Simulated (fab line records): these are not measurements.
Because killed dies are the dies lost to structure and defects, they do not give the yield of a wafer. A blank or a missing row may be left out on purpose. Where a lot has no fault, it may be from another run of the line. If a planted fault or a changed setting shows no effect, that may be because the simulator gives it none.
fab line records	flow n5-finfet
record lots=24	wafers=72	last-day=17
route steps=1938 shown BEOL_M8@1353 BEOL_M9@1416
lots with no fault: from the same line, run without faults
start-h: hours from the record's first day to the start of the lot's first wafer shown	wait-h: time in hours since the lot's previous step	" repeats the value in the row above	L1.1+2: a single row standing in for several wafers	- no value, or no start given	* or withheld: withheld	< > ~ a bound
route shown NAME@n: a module of which the file shows steps, and the number in the route of the first	usual: the fault-free wafers' mean and standard deviation	same: alike in all rows	chamber/n: place in a boat	sites: the reading at each site	_std_site: the values' standard deviation	_edge_site: the outer-site mean with the inner-site mean subtracted	radius-mm: for every site, how far away it sits from the centre of the wafer	mask NAME#n: copy n	behind: the most recent tool/chamber to have shaped the wafer	hold: why the lot was held/for how many hours/how that ended	device: transistor that didn't switch, given as n, p or np	end of line: tests run on the same wafers once the route is complete	where a step has no rows: the recipe by itself	killed: dies that structure and defects cost at the first sort, which is not the same as the wafer's yield	map: a wafer's dies, marking killed ones x, the rest . and places with no die _
set.NAME: the run value of the setting; set.NAME@STEP: its run value at that earlier step	model.NAME: the simulator's own value behind a step, which no gauge read
the route's steps for a sample of lots (tables are steps, rows are wafers)
services: a tool's chamber out of use, with start hour (start-h, from the record's first day; less than 0 if before it), hours out, and reason
## steps
# step N5_BEOL_M8_HM_OPEN_17
# recipe chemistry=Cl2/BCl3	target-depth-a=200	overetch-a=60	target=TiN	mask-material=SOC	ion-energy-ev=150	pressure-mtorr=10	icp-w=1000	bias-w=126	Cl2_flow_sccm=53.25	bcl3-flow-sccm=21.75	Ar_flow_sccm=25
# usual drypump-motor-current-A=5.55/0.15	oes-product-au=0.62/0.1	throttle-valve-pct=22.21/0.17
lot.wafer	tool	chamber	start-h	wait-h	drypump-motor-current-A	oes-product-au	rf-hours-counter-h	throttle-valve-pct
L074.4	rie-metal-01	0	185.71	0.1	5.34	0.69	-	22.04
L074.5	"	0	"	"	5.35	0.68	-	22.06
L074.6	"	1	"	"	5.66	0.59	-	22.03
L075.2	rie-metal-01	1	204.99	0.0	5.66	0.57	76	22.07
L075.3	"	0	"	"	5.35	0.68	-	22.07
L075.4	"	1	"	"	5.68	0.59	-	22.05
L077.2	rie-metal-03	0	210.74	0.0	5.48	0.52	117	22.49
L077.4	"	1	"	"	5.60	0.52	-	22.30
L077.5	"	1	"	"	5.60	0.53	-	22.30
L076.1	rie-metal-03	1	211.70	0.0	5.58	0.52	120	22.28
L076.3	"	1	"	"	5.59	0.53	-	22.30
L076.4	"	0	"	"	5.50	0.53	-	22.48
L078.1	rie-metal-03	0	221.94	0.0	5.48	0.53	118	22.46
L078.2	"	1	"	"	5.60	0.52	121	22.28
L078.4	"	1	"	"	5.60	0.52	-	22.30
L079.2	rie-metal-01	0	227.16	0.1	5.34	0.66	-	22.06
L079.3	"	0	"	"	5.34	0.67	-	22.06
L079.5	"	0	"	"	5.32	0.67	-	22.07
L080.1	rie-metal-03	0	227.63	0.0	5.50	0.53	119	22.49
L080.5	"	1	"	"	5.60	0.52	-	22.31
L080.6	"	0	"	"	5.51	0.52	-	22.50
L081.2	rie-metal-03	1	233.25	0.0	5.62	0.52	121	22.29
L081.3	"	1	"	"	5.61	0.52	-	22.30
L081.5	"	1	"	"	5.61	0.52	-	22.29
L082.1	rie-metal-02	1	248.37	0.0	5.64	0.52	120	22.58
L082.4	"	1	"	"	5.65	0.51	-	22.60
L082.6	"	0	"	"	5.85	0.73	-	22.31
L083.1	rie-metal-03	0	250.78	0.0	5.52	0.52	121	22.51
L083.2	"	1	"	"	5.59	0.52	123	22.30
L083.5	"	1	"	"	5.60	0.53	-	22.28
L084.1	rie-metal-03	0	251.98	0.0	5.53	0.52	121	22.49
L084.2	"	1	"	"	5.59	0.52	123	22.29
L084.4	"	0	"	"	5.50	0.53	-	22.50
L085.2	rie-metal-02	0	257.54	0.0	5.83	0.72	17	22.32
L085.5	"	0	"	"	5.85	0.74	-	22.28
L085.6	"	1	"	"	5.67	0.52	-	22.59
L086.1	rie-metal-01	1	280.64	0.0	5.70	0.58	81	22.09
L086.3	"	0	"	"	5.33	0.66	-	22.10
L086.4	"	1	"	"	5.69	0.57	-	22.07
L088.3	rie-metal-01	0	280.85	0.1	5.33	0.66	-	22.09
L088.5	"	0	"	"	5.30	0.66	-	22.07
L088.6	"	1	"	"	5.66	0.57	-	22.07
L087.3	rie-metal-01	0	280.97	0.1	5.33	0.66	-	22.07
L087.4	"	1	"	"	5.66	0.58	-	22.06
L087.6	"	1	"	"	5.62	0.58	-	22.07
L089.4	rie-metal-01	0	292.62	0.1	5.35	0.67	-	22.07
L089.5	"	0	"	"	5.33	0.66	-	22.08
L089.6	"	1	"	"	5.64	0.57	-	22.06
L090.3	rie-metal-01	1	298.15	0.1	5.65	0.57	-	22.08
L090.5	"	0	"	"	5.34	0.66	-	22.07
L090.6	"	1	"	"	5.68	0.57	-	22.09
L092.1	rie-metal-01	0	306.15	0.0	5.36	0.65	44	22.07
L092.3	"	0	"	"	5.32	0.66	-	22.08
L092.6	"	1	"	"	5.67	0.57	-	22.06
L094.1	rie-metal-03	1	308.41	0.0	5.59	0.81	1	22.27
L094.2	"	0	"	"	5.52	0.84	1	22.05
L094.6	"	0	"	"	5.50	0.84	-	22.06
L093.2	rie-metal-01	1	314.18	0.0	5.72	0.57	84	22.09
L093.4	"	0	"	"	5.36	0.64	-	22.10
L093.6	"	1	"	"	5.71	0.57	-	22.07
L091.1	rie-metal-03	1	318.18	0.0	5.59	0.81	2	22.26
L091.4	"	0	"	"	5.51	0.83	-	22.05
L091.5	"	1	"	"	5.61	0.81	-	22.26
L095.1	rie-metal-01	0	332.90	0.0	5.35	0.65	47	22.10
L095.5	"	0	"	"	5.34	0.65	-	22.10
L095.6	"	1	"	"	5.67	0.57	-	22.08
L096.1	rie-metal-03	0	341.62	0.0	5.51	0.81	4	22.08
L096.2	"	1	"	"	5.59	0.80	4	22.27
L096.6	"	0	"	"	5.51	0.81	-	22.07
L097.1	rie-metal-02	1	351.13	0.0	5.67	0.76	6	22.00
L097.3	"	0	"	"	5.88	0.69	-	22.34
L097.5	"	0	"	"	5.88	0.68	-	22.31
# step N5_BEOL_M8_CD_MEAS_28
# recipe target-cd-nm=40	landing-energy-ev=500	detector=se-inlens
# usual cd-nm=40.03/0.23
lot.wafer	tool	chamber	start-h	wait-h	cd-nm
L074.4	cd-sem-01	0	186.58	-	40.13
L074.5	"	0	"	"	39.81
L074.6	"	0	"	"	40.09
L075.2	cd-sem-03	0	205.61	-	39.87
L075.3	"	0	"	"	39.40
L075.4	"	0	"	"	39.74
L077.2	cd-sem-01	0	211.23	-	40.09
L077.4	"	0	"	"	40.25
L077.5	"	0	"	"	40.26
L076.1	cd-sem-01	0	213.33	-	40.06
L076.3	"	0	"	"	39.85
L076.4	"	0	"	"	40.14
L078.1	cd-sem-01	0	222.62	-	39.97
L078.2	"	0	"	"	39.69
L078.4	"	0	"	"	39.94
L080.1	cd-sem-01	0	231.88	-	40.42
L080.5	"	0	"	"	40.15
L080.6	"	0	"	"	39.79
L079.2	cd-sem-03	0	231.93	-	40.37
L079.3	"	0	"	"	40.18
L079.5	"	0	"	"	40.16
L081.2	cd-sem-03	0	235.94	-	40.01
L081.3	"	0	"	"	39.64
L081.5	"	0	"	"	39.93
L082.1	cd-sem-02	0	249.78	-	40.23
L082.4	"	0	"	"	40.01
L082.6	"	0	"	"	40.27
L083.1	cd-sem-01	0	251.76	-	39.98
L083.2	"	0	"	"	40.33
L083.5	"	0	"	"	40.11
L084.1	cd-sem-03	0	254.02	-	40.31
L084.2	"	0	"	"	39.95
L084.4	"	0	"	"	39.93
L085.2	cd-sem-01	0	258.26	-	40.20
L085.5	"	0	"	"	40.36
L085.6	"	0	"	"	40.12
L086.1	cd-sem-03	0	284.36	-	40.37
L086.3	"	0	"	"	40.00
L086.4	"	0	"	"	40.63
L087.3	cd-sem-02	0	284.78	-	40.19
L087.4	"	0	"	"	40.12
L087.6	"	0	"	"	40.25
L089.4	cd-sem-03	0	293.15	-	40.12
L089.5	"	0	"	"	40.08
L089.6	"	0	"	"	40.17
L088.3	cd-sem-03	0	293.23	-	40.20
L088.5	"	0	"	"	40.31
L088.6	"	0	"	"	39.29
L090.3	cd-sem-01	0	299.66	-	39.89
L090.5	"	0	"	"	40.00
L090.6	"	0	"	"	39.66
L092.1	cd-sem-01	0	306.88	-	39.77
L092.3	"	0	"	"	40.09
L092.6	"	0	"	"	39.92
L094.1	cd-sem-03	0	309.03	-	39.55
L094.2	"	0	"	"	39.94
L094.6	"	0	"	"	40.08
L093.2	cd-sem-03	0	316.07	-	40.07
L093.4	"	0	"	"	39.85
L093.6	"	0	"	"	39.80
L091.1	cd-sem-02	0	319.39	-	40.30
L091.4	"	0	"	"	40.19
L091.5	"	0	"	"	40.28
L095.1	cd-sem-02	0	336.00	-	39.55
L095.5	"	0	"	"	40.17
L095.6	"	0	"	"	39.85
L096.1	cd-sem-02	0	342.80	-	40.17
L096.2	"	0	"	"	40.22
L096.6	"	0	"	"	40.33
L097.1	cd-sem-03	0	352.81	-	39.94
L097.3	"	0	"	"	39.45
L097.5	"	0	"	"	39.73
# step N5_BEOL_M8_INSPECT_30
# recipe mode=adi	inspect-instrument=brightfield
# usual raw-defect-count=404/94
lot.wafer	tool	chamber	start-h	wait-h	raw-defect-count
L074.4	defect-inspect-01	-	186.67	0.0	268
L074.5	"	-	"	"	265
L074.6	"	-	"	"	276
L075.2	defect-inspect-02	-	205.69	0.0	449
L075.3	"	-	"	"	404
L075.4	"	-	"	"	398
L077.2	defect-inspect-02	-	211.32	0.0	421
L077.4	"	-	"	"	361
L077.5	"	-	"	"	472
L076.1	defect-inspect-01	-	213.42	0.1	491
L076.3	"	-	"	"	392
L076.4	"	-	"	"	528
L078.1	defect-inspect-01	-	222.71	0.1	343
L078.2	"	-	"	"	442
L078.4	"	-	"	"	318
L080.1	defect-inspect-01	-	231.97	0.1	556
L080.5	"	-	"	"	444
L080.6	"	-	"	"	603
L079.2	defect-inspect-02	-	232.01	0.0	491
L079.3	"	-	"	"	394
L079.5	"	-	"	"	321
L081.2	defect-inspect-02	-	236.03	0.0	323
L081.3	"	-	"	"	362
L081.5	"	-	"	"	358
L082.1	defect-inspect-02	-	249.87	0.1	321
L082.4	"	-	"	"	491
L082.6	"	-	"	"	308
L083.1	defect-inspect-01	-	251.85	0.1	392
L083.2	"	-	"	"	439
L083.5	"	-	"	"	394
L084.1	defect-inspect-02	-	254.11	0.1	315
L084.2	"	-	"	"	285
L084.4	"	-	"	"	373
L085.2	defect-inspect-01	-	258.34	0.0	465
L085.5	"	-	"	"	368
L085.6	"	-	"	"	450
L086.1	defect-inspect-02	-	284.44	0.1	356
L086.3	"	-	"	"	338
L086.4	"	-	"	"	359
L087.3	defect-inspect-01	-	284.87	0.0	303
L087.4	"	-	"	"	300
L087.6	"	-	"	"	291
L089.4	defect-inspect-02	-	293.24	0.0	388
L089.5	"	-	"	"	435
L089.6	"	-	"	"	492
L088.3	defect-inspect-01	-	293.32	0.0	579
L088.5	"	-	"	"	596
L088.6	"	-	"	"	693
L090.3	defect-inspect-01	-	299.75	0.0	524
L090.5	"	-	"	"	340
L090.6	"	-	"	"	396
L092.1	defect-inspect-02	-	306.97	0.1	345
L092.3	"	-	"	"	316
L092.6	"	-	"	"	372
L094.1	defect-inspect-02	-	309.12	0.1	323
L094.2	"	-	"	"	396
L094.6	"	-	"	"	280
L093.2	defect-inspect-01	-	316.16	0.0	394
L093.4	"	-	"	"	470
L093.6	"	-	"	"	458
L091.1	defect-inspect-01	-	319.48	0.1	380
L091.4	"	-	"	"	400
L091.5	"	-	"	"	458
L095.1	defect-inspect-02	-	336.08	0.1	273
L095.5	"	-	"	"	234
L095.6	"	-	"	"	261
L096.1	defect-inspect-01	-	342.89	0.1	371
L096.2	"	-	"	"	405
L096.6	"	-	"	"	537
L097.1	defect-inspect-02	-	352.90	0.1	276
L097.3	"	-	"	"	318
L097.5	"	-	"	"	298
# step N5_BEOL_M8_STRIP_36
# recipe chemistry=N2/H2	power-w=450	temp-c=40	pressure-mtorr=20	rf-frequency-hz=6e+07	overash-fraction=0.3	bias-power-w=7	h2-frac=0.5	n2-flow-sccm=200	h2-flow-sccm=200
# usual drypump-motor-current-A=5.6/0.54	oes-product-au=0.82/0.057	rf-vpp-V=59.3/1.7	showerhead-plenum-p-Torr=2.57/0.1	throttle-valve-pct=23.54/0.2
lot.wafer	tool	chamber	start-h	wait-h	drypump-motor-current-A	oes-product-au	rf-hours-counter-h	rf-vpp-V	showerhead-plenum-p-Torr	throttle-valve-pct
L074.4	rie-diel-02	0	186.93	0.0	5.9	0.85	45	59.1	2.60	23.39
L074.5	"	1	"	"	5.6	0.84	-	60.3	2.57	23.19
L074.6	"	2	"	"	5.7	0.79	-	58.8	2.69	23.62
L075.2	rie-diel-02	1	205.96	0.0	5.6	0.82	73	62.2	2.57	23.21
L075.3	"	2	"	"	5.8	0.79	91	57.8	2.68	23.64
L075.4	"	0	"	"	5.8	0.84	52	59.9	2.60	23.42
L077.2	rie-diel-01	0	211.58	0.0	6.1	0.70	242	59.5	2.40	23.86
L077.4	"	1	"	"	5.3	0.68	230	57.4	2.51	23.79
L077.5	"	2	"	"	6.4	0.92	-	57.9	2.48	23.24
L076.1	rie-diel-01	2	213.69	0.0	6.4	0.91	11	60.0	2.48	23.24
L076.3	"	3	"	"	5.8	0.82	54	55.7	2.47	23.45
L076.4	"	1	"	"	5.4	0.68	231	59.7	2.51	23.77
L078.1	rie-diel-02	3	222.98	0.0	4.8	0.82	89	59.4	2.45	23.44
L078.2	"	1	"	"	5.6	0.81	79	60.1	2.57	23.26
L078.4	"	0	"	"	5.8	0.83	58	58.6	2.60	23.43
L080.1	rie-diel-02	1	232.23	0.0	5.6	0.82	82	59.6	2.57	23.25
L080.5	"	2	"	"	5.7	0.77	-	58.3	2.68	23.64
L080.6	"	1	"	"	5.6	0.80	-	60.0	2.57	23.25
L079.2	rie-diel-06	2	232.28	0.0	5.5	0.87	53	58.3	2.69	23.68
L079.3	"	1	"	"	6.7	0.77	127	57.5	2.45	23.85
L079.5	"	2	"	"	5.4	0.86	-	57.6	2.69	23.66
L081.2	rie-diel-06	0	236.56	0.0	5.3	0.85	38	60.0	2.70	23.61
L081.3	"	1	"	"	6.7	0.79	128	61.0	2.45	23.89
L081.5	"	3	"	"	5.2	0.84	-	58.9	2.65	23.37
L082.1	rie-diel-06	3	250.14	0.0	5.1	0.84	75	61.2	2.65	23.36
L082.4	"	1	"	"	6.7	0.77	132	56.0	2.45	23.87
L082.6	"	1	"	"	6.7	0.76	-	57.8	2.45	23.87
L083.1	rie-diel-02	2	252.12	0.0	5.8	0.78	107	58.6	2.68	23.70
L083.2	"	0	"	"	5.8	0.81	71	59.3	2.59	23.45
L083.5	"	2	"	"	5.8	0.77	-	57.4	2.68	23.66
L084.1	rie-diel-06	1	254.38	0.0	6.7	0.77	134	58.1	2.45	23.85
L084.2	"	3	"	"	5.2	0.83	76	57.6	2.65	23.36
L084.4	"	2	"	"	5.5	0.85	60	61.4	2.69	23.67
L085.2	rie-diel-06	0	258.61	0.0	5.3	0.84	46	59.3	2.70	23.61
L085.5	"	2	"	"	5.4	0.86	-	61.5	2.69	23.68
L085.6	"	3	"	"	5.2	0.81	-	59.1	2.65	23.37
L086.1	rie-diel-02	1	284.71	0.0	5.6	0.79	94	58.4	2.56	23.29
L086.3	"	0	"	"	5.8	0.79	85	57.6	2.58	23.47
L086.4	"	1	"	"	5.6	0.80	-	61.3	2.56	23.26
L087.3	rie-diel-06	1	285.14	0.0	6.7	0.76	145	60.5	2.44	23.90
L087.4	"	0	"	"	5.3	0.83	54	58.6	2.69	23.62
L087.6	"	1	"	"	6.7	0.77	-	59.4	2.44	23.89
L089.4	rie-diel-06	3	293.50	0.0	5.1	0.82	88	62.6	2.65	23.37
L089.5	"	3	"	"	5.1	0.82	-	58.1	2.65	23.36
L089.6	"	2	"	"	5.4	0.83	-	60.6	2.68	23.69
L088.3	rie-diel-01	3	293.58	0.0	5.8	0.78	85	57.9	2.45	23.51
L088.5	"	1	"	"	5.3	1.00	-	60.7	2.50	23.64
L088.6	"	0	"	"	6.1	0.92	-	61.5	2.71	23.55
L090.3	rie-diel-02	3	300.04	0.0	4.8	0.79	123	56.9	2.43	23.48
L090.5	"	0	"	"	5.8	0.78	-	57.4	2.58	23.44
L090.6	"	3	"	"	4.8	0.79	-	60.0	2.43	23.50
L092.1	rie-diel-06	0	307.58	0.0	5.3	0.81	61	61.6	2.69	23.63
L092.3	"	1	"	"	6.7	0.77	152	59.0	2.44	23.92
L092.6	"	0	"	"	5.3	0.83	-	58.0	2.69	23.65
L094.1	rie-diel-01	2	309.39	0.0	6.4	0.86	48	60.1	2.47	23.29
L094.2	"	0	"	"	6.1	0.92	12	58.3	2.71	23.53
L094.6	"	3	"	"	5.7	0.78	-	59.7	2.45	23.51
L093.2	rie-diel-02	1	316.43	0.0	5.6	0.80	108	59.8	2.55	23.29
L093.4	"	3	"	"	4.7	0.78	-	57.2	2.43	23.47
L093.6	"	1	"	"	5.6	0.78	-	59.4	2.56	23.27
L091.1	rie-diel-01	0	319.75	0.0	6.1	0.92	15	59.8	2.71	23.55
L091.4	"	2	"	"	6.4	0.85	51	57.3	2.46	23.30
L091.5	"	1	"	"	5.3	0.94	-	57.5	2.50	23.66
L095.1	rie-diel-01	3	336.35	0.0	5.8	0.76	99	57.3	2.45	23.50
L095.5	"	2	"	"	6.4	0.85	-	57.3	2.46	23.28
L095.6	"	3	"	"	5.8	0.76	-	60.0	2.45	23.52
L096.1	rie-diel-06	1	343.18	0.0	6.7	0.74	164	59.5	2.43	23.91
L096.2	"	2	"	"	5.5	0.82	91	61.0	2.67	23.73
L096.6	"	2	"	"	5.5	0.82	-	61.5	2.67	23.70
L097.1	rie-diel-06	3	353.52	0.0	5.1	0.80	108	60.5	2.64	23.37
L097.3	"	0	"	"	5.3	0.80	76	61.5	2.69	23.64
L097.5	"	2	"	"	5.5	0.81	-	62.4	2.67	23.71
# step N5_BEOL_M8_DEP_56
# recipe material=SiCN	target-thk-a=100	temp-c=withheld	precursor=3MS/NH3	pressure-torr=3	rf-w=202	time-s=17.5
# usual showerhead-plenum-p-Torr=3.660/0.0097	throttle-valve-pct=9.1/0.42
lot.wafer	tool	chamber	start-h	wait-h	showerhead-plenum-p-Torr	throttle-valve-pct
L074.4	pecvd-04	0	189.62	0.0	3.684	9.0
L074.5	"	2	"	"	3.665	9.1
L074.6	"	1	"	"	3.652	9.5
L075.2	pecvd-04	2	209.78	0.0	3.646	9.3
L075.3	"	1	"	"	3.650	9.4
L075.4	"	1	"	"	3.659	9.1
L077.2	pecvd-02	2	214.29	0.0	3.646	8.8
L077.4	"	1	"	"	3.664	9.1
L077.5	"	2	"	"	3.651	8.9
L076.1	pecvd-02	0	216.20	0.0	3.661	8.8
L076.3	"	2	"	"	3.644	9.0
L076.4	"	2	"	"	3.637	8.9
L078.1	pecvd-04	1	226.92	0.0	3.656	9.3
L078.2	"	2	"	"	3.652	9.1
L078.4	"	2	"	"	3.661	9.4
L080.1	pecvd-02	1	234.58	0.0	3.657	9.0
L080.5	"	0	"	"	3.663	8.7
L080.6	"	2	"	"	3.646	8.7
L079.2	pecvd-03	2	237.18	0.0	3.656	8.9
L079.3	"	0	"	"	3.659	10.3
L079.5	"	1	"	"	3.676	8.6
L081.2	pecvd-02	1	239.30	0.0	3.660	9.3
L081.3	"	2	"	"	3.652	9.0
L081.5	"	0	"	"	3.669	9.0
L082.1	pecvd-02	0	252.77	0.0	3.668	8.7
L082.4	"	0	"	"	3.662	8.8
L082.6	"	1	"	"	3.662	9.3
L083.1	pecvd-02	1	256.20	0.0	3.666	9.1
L083.2	"	2	"	"	3.643	8.8
L083.5	"	0	"	"	3.670	9.0
L084.1	pecvd-04	0	257.01	0.0	3.667	9.0
L084.2	"	1	"	"	3.646	9.2
L084.4	"	1	"	"	3.657	9.2
L085.2	pecvd-04	0	261.73	0.0	3.665	8.9
L085.5	"	1	"	"	3.648	9.3
L085.6	"	2	"	"	3.670	8.9
L086.1	pecvd-03	2	287.09	0.0	3.658	8.7
L086.3	"	0	"	"	3.669	10.2
L086.4	"	1	"	"	3.679	8.7
L087.3	pecvd-04	1	287.46	0.0	3.656	9.3
L087.4	"	0	"	"	3.656	9.2
L087.6	"	1	"	"	3.660	9.3
L089.4	pecvd-02	1	296.38	0.0	3.667	9.2
L089.5	"	2	"	"	3.652	8.8
L089.6	"	0	"	"	3.663	9.0
L088.3	pecvd-03	0	296.43	0.0	3.651	10.0
L088.5	"	0	"	"	3.663	10.2
L088.6	"	1	"	"	3.676	8.6
L090.3	pecvd-03	1	302.76	0.0	3.685	8.4
L090.5	"	0	"	"	3.660	10.4
L090.6	"	1	"	"	3.678	8.5
L092.1	pecvd-04	2	310.37	0.0	3.668	9.3
L092.3	"	1	"	"	3.655	9.3
L092.6	"	1	"	"	3.655	9.1
L094.1	pecvd-03	2	312.00	0.0	3.649	8.7
L094.2	"	1	"	"	3.666	8.6
L094.6	"	2	"	"	3.662	8.5
L093.2	pecvd-02	1	319.10	0.0	3.654	9.0
L093.4	"	0	"	"	3.660	9.1
L093.6	"	2	"	"	3.649	8.7
L091.1	pecvd-04	1	322.64	0.0	3.654	9.3
L091.4	"	1	"	"	3.648	9.2
L091.5	"	1	"	"	3.644	9.5
L095.1	pecvd-03	2	338.82	0.0	3.659	8.7
L095.5	"	2	"	"	3.659	8.9
L095.6	"	1	"	"	3.678	8.6
L096.1	pecvd-02	2	346.24	0.0	3.644	8.7
L096.2	"	0	"	"	3.662	9.1
L096.6	"	2	"	"	3.647	8.9
L097.1	pecvd-02	2	356.46	0.0	3.643	8.9
L097.3	"	0	"	"	3.666	9.1
L097.5	"	0	"	"	3.664	9.0
# step N5_BEOL_M9_INSPECT_13
# recipe mode=adi	inspect-instrument=brightfield
# usual raw-defect-count=400/93
lot.wafer	tool	chamber	start-h	wait-h	raw-defect-count
L074.4	defect-inspect-02	-	192.43	0.0	362
L074.5	"	-	"	"	479
L074.6	"	-	"	"	575
L075.2	defect-inspect-02	-	212.47	0.0	311
L075.3	"	-	"	"	307
L075.4	"	-	"	"	302
L077.2	defect-inspect-02	-	216.76	0.0	410
L077.4	"	-	"	"	519
L077.5	"	-	"	"	338
L076.1	defect-inspect-01	-	218.46	0.0	375
L076.3	"	-	"	"	270
L076.4	"	-	"	"	465
L078.1	defect-inspect-02	-	228.30	0.0	333
L078.2	"	-	"	"	453
L078.4	"	-	"	"	361
L080.1	defect-inspect-01	-	237.05	0.0	416
L080.5	"	-	"	"	412
L080.6	"	-	"	"	378
L079.2	defect-inspect-02	-	239.08	0.0	212
L079.3	"	-	"	"	341
L079.5	"	-	"	"	351
L081.2	defect-inspect-01	-	242.18	0.0	343
L081.3	"	-	"	"	361
L081.5	"	-	"	"	362
L082.1	defect-inspect-01	-	255.15	0.0	522
L082.4	"	-	"	"	419
L082.6	"	-	"	"	401
L083.1	defect-inspect-01	-	259.21	0.0	374
L083.2	"	-	"	"	417
L083.5	"	-	"	"	416
L084.1	defect-inspect-01	-	260.25	0.0	602
L084.2	"	-	"	"	637
L084.4	"	-	"	"	504
L085.2	defect-inspect-02	-	265.06	0.0	408
L085.5	"	-	"	"	294
L085.6	"	-	"	"	315
L086.1	defect-inspect-01	-	292.07	0.0	306
L086.3	"	-	"	"	535
L086.4	"	-	"	"	517
L087.3	defect-inspect-02	-	292.38	0.0	463
L087.4	"	-	"	"	333
L087.6	"	-	"	"	452
L088.3	defect-inspect-02	-	297.69	0.0	285
L088.5	"	-	"	"	288
L088.6	"	-	"	"	374
L089.4	defect-inspect-01	-	298.09	0.0	380
L089.5	"	-	"	"	399
L089.6	"	-	"	"	550
L090.3	defect-inspect-01	-	305.22	0.0	430
L090.5	"	-	"	"	542
L090.6	"	-	"	"	472
L092.1	defect-inspect-01	-	313.76	0.0	327
L092.3	"	-	"	"	431
L092.6	"	-	"	"	386
L094.1	defect-inspect-01	-	314.29	0.0	484
L094.2	"	-	"	"	420
L094.6	"	-	"	"	418
L093.2	defect-inspect-01	-	321.05	0.0	391
L093.4	"	-	"	"	344
L093.6	"	-	"	"	311
L091.1	defect-inspect-01	-	324.53	0.0	392
L091.4	"	-	"	"	324
L091.5	"	-	"	"	416
L095.1	defect-inspect-01	-	340.75	0.0	302
L095.5	"	-	"	"	294
L095.6	"	-	"	"	401
L096.1	defect-inspect-01	-	348.75	0.0	406
L096.2	"	-	"	"	560
L096.6	"	-	"	"	413
L097.1	defect-inspect-02	-	358.56	0.0	363
L097.3	"	-	"	"	282
L097.5	"	-	"	"	319
## services
tool	chamber	start-h	hours	kind
pecvd-02	1	178.61	2.1	scheduled-down
pecvd-03	0	218.77	14.6	repair
rie-diel-06	3	219.51	1.4	repair
pecvd-03	-	232.87	3.7	repair
rie-diel-01	0	239.19	-	clean
rie-diel-01	0	239.19	-	consumable-replace:focus-ring
rie-diel-01	0	239.19	-	consumable-replace:showerhead
rie-diel-01	0	239.19	32.1	scheduled-down
rie-diel-01	0	239.19	32.1	vent-cycle
rie-diel-02	1	259.35	18.6	repair
rie-metal-03	1	262.40	-	clean
rie-metal-03	1	262.40	22.1	scheduled-down
rie-metal-03	1	262.40	22.1	vent-cycle
rie-diel-01	1	271.35	-	clean
rie-diel-01	1	271.35	-	consumable-replace:focus-ring
pecvd-04	0	271.90	10.6	repair
pecvd-02	-	278.99	1.1	repair
rie-metal-03	0	284.50	-	clean
rie-metal-03	0	284.50	13.2	scheduled-down
rie-metal-03	0	284.50	13.2	vent-cycle
pecvd-02	0	297.90	5.5	scheduled-down
pecvd-04	0	320.09	16.5	scheduled-down
rie-diel-02	3	329.31	13.5	repair
pecvd-03	2	346.52	7.2	repair
## key
fault none
